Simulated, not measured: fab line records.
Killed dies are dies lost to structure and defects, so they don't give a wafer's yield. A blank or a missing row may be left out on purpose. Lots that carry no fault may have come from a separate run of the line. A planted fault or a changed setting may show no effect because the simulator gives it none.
Comparing a struck lot with a sound one    flow n5Finfet    14 out of 1938 route steps
Sound: these wafers, L100.1, L100.4, L100.5. Wafers struck: L102.1, L102.2, L102.3. At the end, the cause is stated.
Per side, at each step with rows, come the tool, then ch with its chambers, and then its first start. Under that, the readings that differ: sound wafers    struck wafers    difference of the means    sigmas: that difference in standard deviations of wafers without a fault.
alike: words and numbers the same on both sides, and readings whose means are apart by under 2 such deviations; not compared: readings that were withheld, readings missing a value for some wafer, numbers with overlapping values and no deviation given by the record, and bounds like >300 which may hide the same value.
A row with sigmas, a row that says differs or no value, or rows on one side alone: a step with any of these is where the two part. Numbers that have no deviation but don't overlap get no sigmas and don't part them. A reading that every wafer of one side lacks parts them only if that side has two wafers or more.

N5_MIM_BOT_SPUTTER_00: material TiN, target thk 35 nm, time 89.7 s.
  sound: pvdSputter-01 at day 15 10:35; struck: pvdSputter-03 at day 15 20:44
  alike: cathodeDcPowerW, susceptorTempC, throttleValvePct
then, 1 step without rows for these wafers: N5_MIM_TOP_ALD_00 (deposits Al2O3, purge time 3 s, co reactant pulse time 3 s).
N5_MIM_TOP_ALD_01: deposits HfO2, target thk 5.6 nm, pulse time 1 s, purge time 3 s.
  sound on aldHk-03 ch 2,3; struck on aldHk-02 ch 0,2,3
  alike: precursorPulseHeightRel
N5_MIM_TOP_ALD_02: deposits Al2O3, purge time 3 s, co reactant pulse time 3 s.
  sound on aldHk-03 ch 2,3; struck on aldHk-02 ch 0,2,3
  alike: precursorPulseHeightRel
N5_MIM_TOP_DEGAS_04: time 60 s.
  sound: pvdSputter-01 at day 15 11:56; struck: pvdSputter-01 at day 15 21:39
  alike: heaterPowerW, susceptorTempC
N5_MIM_TOP_SPUTTER_03: material TiN, target thk 35 nm, time 89.7 s.
  sound: pvdSputter-01 at day 15 11:59; struck: pvdSputter-01 at day 15 21:41
  alike: cathodeDcPowerW, susceptorTempC, throttleValvePct
then, 6 steps without rows for these wafers: N5_MIM_TOP_LITHO_HMDS_01 (time 60 s); N5_MIM_TOP_LITHO_COAT_02; N5_MIM_TOP_LITHO_EBR_04; N5_MIM_TOP_LITHO_SOFTBAKE_03 (time 90 s); N5_MIM_TOP_LITHO_EXPOSE_05 (exposes mask MIM TOP, target cd 2000 nm); N5_MIM_TOP_LITHO_PEB_06.
N5_MIM_TOP_LITHO_DEVELOP_07: develop time 60 s.
  struck on lithoTrack-03, day 15 21:58; sound on lithoTrack-03 ch 0, day 15 12:23
  no value came back on the struck wafers for chillPlateTempC (C), developTimeS (s); on the sound wafers chillPlateTempC (C) reads 22.87 22.87 22.94
  not compared: model.coat_of_MIM_TOP_LITHO_COAT_02.thkNm
then, 1 step without rows for these wafers: N5_MIM_TOP_LITHO_HARDBAKE_09 (time 120 s).

== WHERE THEY PART ==
Only at N5_MIM_TOP_LITHO_DEVELOP_07, within this record.

WHY: what had been put in by the simulator
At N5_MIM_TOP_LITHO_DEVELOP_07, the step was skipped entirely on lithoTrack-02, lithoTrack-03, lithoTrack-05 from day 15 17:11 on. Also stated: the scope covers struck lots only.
